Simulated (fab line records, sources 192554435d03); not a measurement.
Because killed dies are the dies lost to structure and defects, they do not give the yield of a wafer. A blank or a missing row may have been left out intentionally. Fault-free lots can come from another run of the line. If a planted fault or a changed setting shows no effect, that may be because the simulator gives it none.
Split-lot experiment / flow n5-finfet / 39 wafers read from 7 lots, route of 1938 steps

ABOUT THE SPLIT
At N5_BEOL_M4_ETCH_70 (etches SOC in N2/H2, target depth 80 nm, overetch 24 nm, time 130 s), the setting time-s was moved away from the recipe's 130 s on 15 of the 39 wafers read, by -58.9% to +49.2%. This setting was run at the recipe's value on the other wafers.

The reading comes from the split's own step.

THE READING
SiARC_of_BEOL_M4_COAT_68.thk-nm (the simulator's own value, which no gauge read), in nm, at N5_BEOL_M4_ETCH_70 (etches SOC in N2/H2, target depth 80 nm, overetch 24 nm, time 130 s). There is no usual value for it anywhere in the file. Average 5.8 nm, standard deviation 0.33 nm, over the 24 wafers here run with the recipe.

wafer=L077.1; tool, chamber at the split=rie-diel-04, 1; time-s as run, s=130; against the recipe=recipe; SiARC_of_BEOL_M4_COAT_68.thk-nm, nm=6.2; against lot-mates on the recipe=-
wafer=L077.2; tool, chamber at the split=rie-diel-04, 2; time-s as run, s=130; against the recipe=recipe; SiARC_of_BEOL_M4_COAT_68.thk-nm, nm=5.8; against lot-mates on the recipe=-
wafer=L077.3; tool, chamber at the split=rie-diel-04, 0; time-s as run, s=53.44; against the recipe=-58.9%; SiARC_of_BEOL_M4_COAT_68.thk-nm, nm=9.4; against lot-mates on the recipe=+3.5
wafer=L077.4; tool, chamber at the split=rie-diel-04, 1; time-s as run, s=53.44; against the recipe=-58.9%; SiARC_of_BEOL_M4_COAT_68.thk-nm, nm=9.6; against lot-mates on the recipe=+3.7
wafer=L077.5; tool, chamber at the split=rie-diel-04, 0; time-s as run, s=130; against the recipe=recipe; SiARC_of_BEOL_M4_COAT_68.thk-nm, nm=5.8; against lot-mates on the recipe=-
wafer=L077.6; tool, chamber at the split=rie-diel-04, 2; time-s as run, s=53.44; against the recipe=-58.9%; SiARC_of_BEOL_M4_COAT_68.thk-nm, nm=9.4; against lot-mates on the recipe=+3.5
wafer=L079.1; tool, chamber at the split=rie-diel-01, 3; time-s as run, s=194; against the recipe=+49.2%; SiARC_of_BEOL_M4_COAT_68.thk-nm, nm=2.4; against lot-mates on the recipe=-2.9
wafer=L079.2; tool, chamber at the split=rie-diel-01, 0; time-s as run, s=130; against the recipe=recipe; SiARC_of_BEOL_M4_COAT_68.thk-nm, nm=5.6; against lot-mates on the recipe=-
wafer=L079.3; tool, chamber at the split=rie-diel-01, 1; time-s as run, s=194; against the recipe=+49.2%; SiARC_of_BEOL_M4_COAT_68.thk-nm, nm=3.4; against lot-mates on the recipe=-1.9
wafer=L079.4; tool, chamber at the split=rie-diel-01, 2; time-s as run, s=130; against the recipe=recipe; SiARC_of_BEOL_M4_COAT_68.thk-nm, nm=5.2; against lot-mates on the recipe=-
wafer=L079.5; tool, chamber at the split=rie-diel-01, 2; time-s as run, s=130; against the recipe=recipe; SiARC_of_BEOL_M4_COAT_68.thk-nm, nm=5.2; against lot-mates on the recipe=-
wafer=L079.6; tool, chamber at the split=rie-diel-01, 3; time-s as run, s=194; against the recipe=+49.2%; SiARC_of_BEOL_M4_COAT_68.thk-nm, nm=2.6; against lot-mates on the recipe=-2.7
wafer=L082.1; tool, chamber at the split=rie-diel-01, 0; time-s as run, s=109.7; against the recipe=-15.6%; SiARC_of_BEOL_M4_COAT_68.thk-nm, nm=6.6; against lot-mates on the recipe=+0.7
wafer=L082.2; tool, chamber at the split=rie-diel-01, 2; time-s as run, s=109.7; against the recipe=-15.6%; SiARC_of_BEOL_M4_COAT_68.thk-nm, nm=6.2; against lot-mates on the recipe=+0.3
wafer=L082.3; tool, chamber at the split=rie-diel-01, 1; time-s as run, s=130; against the recipe=recipe; SiARC_of_BEOL_M4_COAT_68.thk-nm, nm=6.2; against lot-mates on the recipe=-
wafer=L082.4; tool, chamber at the split=rie-diel-01, 2; time-s as run, s=130; against the recipe=recipe; SiARC_of_BEOL_M4_COAT_68.thk-nm, nm=5.2; against lot-mates on the recipe=-
wafer=L082.5; tool, chamber at the split=rie-diel-01, 0; time-s as run, s=109.7; against the recipe=-15.6%; SiARC_of_BEOL_M4_COAT_68.thk-nm, nm=6.6; against lot-mates on the recipe=+0.7
wafer=L082.6; tool, chamber at the split=rie-diel-01, 1; time-s as run, s=130; against the recipe=recipe; SiARC_of_BEOL_M4_COAT_68.thk-nm, nm=6.2; against lot-mates on the recipe=-
wafer=L083.1; tool, chamber at the split=rie-diel-04, 3; time-s as run, s=130; against the recipe=recipe; SiARC_of_BEOL_M4_COAT_68.thk-nm, nm=5.6; against lot-mates on the recipe=-
wafer=L083.2; tool, chamber at the split=rie-diel-04, 0; time-s as run, s=130; against the recipe=recipe; SiARC_of_BEOL_M4_COAT_68.thk-nm, nm=6; against lot-mates on the recipe=-
wafer=L083.3; tool, chamber at the split=rie-diel-04, 1,0; time-s as run, s=130; against the recipe=recipe; SiARC_of_BEOL_M4_COAT_68.thk-nm, nm=6; against lot-mates on the recipe=-
wafer=L083.5; tool, chamber at the split=rie-diel-04, 1,0; time-s as run, s=130; against the recipe=recipe; SiARC_of_BEOL_M4_COAT_68.thk-nm, nm=6; against lot-mates on the recipe=-
wafer=L083.4; tool, chamber at the split=rie-diel-04, 3; time-s as run, s=130; against the recipe=recipe; SiARC_of_BEOL_M4_COAT_68.thk-nm, nm=5.6; against lot-mates on the recipe=-
wafer=L083.6; tool, chamber at the split=rie-diel-04, 1; time-s as run, s=130; against the recipe=recipe; SiARC_of_BEOL_M4_COAT_68.thk-nm, nm=6; against lot-mates on the recipe=-
wafer=L087.1; tool, chamber at the split=rie-diel-05, 1; time-s as run, s=185.4; against the recipe=+42.6%; SiARC_of_BEOL_M4_COAT_68.thk-nm, nm=4; against lot-mates on the recipe=-1.8
wafer=L087.2; tool, chamber at the split=rie-diel-05, 3; time-s as run, s=130; against the recipe=recipe; SiARC_of_BEOL_M4_COAT_68.thk-nm, nm=5.8; against lot-mates on the recipe=-
wafer=L087.3; tool, chamber at the split=rie-diel-05, 2; time-s as run, s=130; against the recipe=recipe; SiARC_of_BEOL_M4_COAT_68.thk-nm, nm=5.8; against lot-mates on the recipe=-
wafer=L087.4; tool, chamber at the split=rie-diel-05, 3; time-s as run, s=130; against the recipe=recipe; SiARC_of_BEOL_M4_COAT_68.thk-nm, nm=5.8; against lot-mates on the recipe=-
wafer=L087.5; tool, chamber at the split=rie-diel-05, 1; time-s as run, s=185.4; against the recipe=+42.6%; SiARC_of_BEOL_M4_COAT_68.thk-nm, nm=3.8; against lot-mates on the recipe=-2.0
wafer=L087.6; tool, chamber at the split=rie-diel-05, 2; time-s as run, s=185.4; against the recipe=+42.6%; SiARC_of_BEOL_M4_COAT_68.thk-nm, nm=3.2; against lot-mates on the recipe=-2.6
wafer=L089.1; tool, chamber at the split=rie-diel-01, 0; time-s as run, s=66.14; against the recipe=-49.1%; SiARC_of_BEOL_M4_COAT_68.thk-nm, nm=8.8; against lot-mates on the recipe=+3.2
wafer=L089.2; tool, chamber at the split=rie-diel-01, 1; time-s as run, s=66.14; against the recipe=-49.1%; SiARC_of_BEOL_M4_COAT_68.thk-nm, nm=9.2; against lot-mates on the recipe=+3.6
wafer=L089.3; tool, chamber at the split=rie-diel-01, 3; time-s as run, s=130; against the recipe=recipe; SiARC_of_BEOL_M4_COAT_68.thk-nm, nm=5.8; against lot-mates on the recipe=-
wafer=L089.4; tool, chamber at the split=rie-diel-01, 2; time-s as run, s=130; against the recipe=recipe; SiARC_of_BEOL_M4_COAT_68.thk-nm, nm=5.4; against lot-mates on the recipe=-
wafer=L089.5; tool, chamber at the split=rie-diel-01, 0; time-s as run, s=66.14; against the recipe=-49.1%; SiARC_of_BEOL_M4_COAT_68.thk-nm, nm=8.8; against lot-mates on the recipe=+3.2
wafer=L089.6; tool, chamber at the split=rie-diel-01, 3; time-s as run, s=130; against the recipe=recipe; SiARC_of_BEOL_M4_COAT_68.thk-nm, nm=5.6; against lot-mates on the recipe=-
wafer=L097.2; tool, chamber at the split=rie-diel-01, 2; time-s as run, s=130; against the recipe=recipe; SiARC_of_BEOL_M4_COAT_68.thk-nm, nm=5.2; against lot-mates on the recipe=-
wafer=L097.4; tool, chamber at the split=rie-diel-01, 1; time-s as run, s=130; against the recipe=recipe; SiARC_of_BEOL_M4_COAT_68.thk-nm, nm=6.2; against lot-mates on the recipe=-
wafer=L097.5; tool, chamber at the split=rie-diel-01, 1; time-s as run, s=130; against the recipe=recipe; SiARC_of_BEOL_M4_COAT_68.thk-nm, nm=6.2; against lot-mates on the recipe=-
When a row names more than one chamber, that row covers several wafers, and the file does not tell which wafer ran in which chamber.

THE FIT
A straight line over all 39 wafers: SiARC_of_BEOL_M4_COAT_68.thk-nm changes by -0.0597 nm for each +1% of time-s; r = -0.98; the points scatter about the line by 0.36 nm.
The same after taking each lot's own level away (the mean of its wafers on the recipe; 39 wafers): -0.0574 nm for each +1%; r = -0.98; scatter 0.35 nm.
The reading moves by 3.4 nm for the largest change in time-s, on that fit.
Across the lots, their own levels run from 5.33 to 5.93 nm, a range of 1.8 times the standard deviation given above.
So the lot-to-lot level changes the slope little: the two slopes agree.
Check: +3.45 nm against its lot-mates is what the line predicts for one of the wafers moved furthest among these (-58.9%) when that wafer is left out of the fit. It came out at +3.47 nm against them.

OTHER SPLITS ON THESE WAFERS
These wafers also went through other splits before the reading. Each is held against what the fit with the lots' levels taken away leaves over:
other split on the same wafers=N5_ZERO_LAYER_ETCH_18 target-depth-a; wafers away from the commonest value=12; r with SiARC_of_BEOL_M4_COAT_68.thk-nm (lot level and that fit taken away)=-0.29
other split on the same wafers=N5_SD_EPI_N_ETCH_35 time-s; wafers away from the commonest value=9; r with SiARC_of_BEOL_M4_COAT_68.thk-nm (lot level and that fit taken away)=+0.11
other split on the same wafers=N5_ILD0_PRECLEAN_10 time-s; wafers away from the commonest value=15; r with SiARC_of_BEOL_M4_COAT_68.thk-nm (lot level and that fit taken away)=+0.17
other split on the same wafers=N5_MOL_CONTACT_COAG_ALD_133 ald-cycles; wafers away from the commonest value=12; r with SiARC_of_BEOL_M4_COAT_68.thk-nm (lot level and that fit taken away)=+0.20
other split on the same wafers=N5_BEOL_M0_SAQP_CUT_ETCH_46 target-depth-a; wafers away from the commonest value=12; r with SiARC_of_BEOL_M4_COAT_68.thk-nm (lot level and that fit taken away)=+0.05

THE WHOLE CHAIN: every reading that the file lists as answering this split, in the file's order
step=N5_BEOL_M4_ETCH_70; what it does=etches SOC in N2/H2, target depth 80 nm, overetch 24 nm, time 130 s; reading=etch.depth-nm (the simulator's own value, which no gauge read); change (the file's fit)=not straight: 41.53 at the lowest setting, 60.07 at the recipe, 60.09 at the highest; r (the file's)=not given
step=N5_BEOL_M4_ETCH_70; what it does=etches SOC in N2/H2, target depth 80 nm, overetch 24 nm, time 130 s; reading=SiARC_of_BEOL_M4_COAT_68.thk-nm (the simulator's own value, which no gauge read); change (the file's fit)=-0.0576 nm for each +1% of the setting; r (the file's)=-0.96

FILE'S OWN FIT
SiARC_of_BEOL_M4_COAT_68.thk-nm changes by -0.0576 nm for each +1% of time-s, r = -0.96.
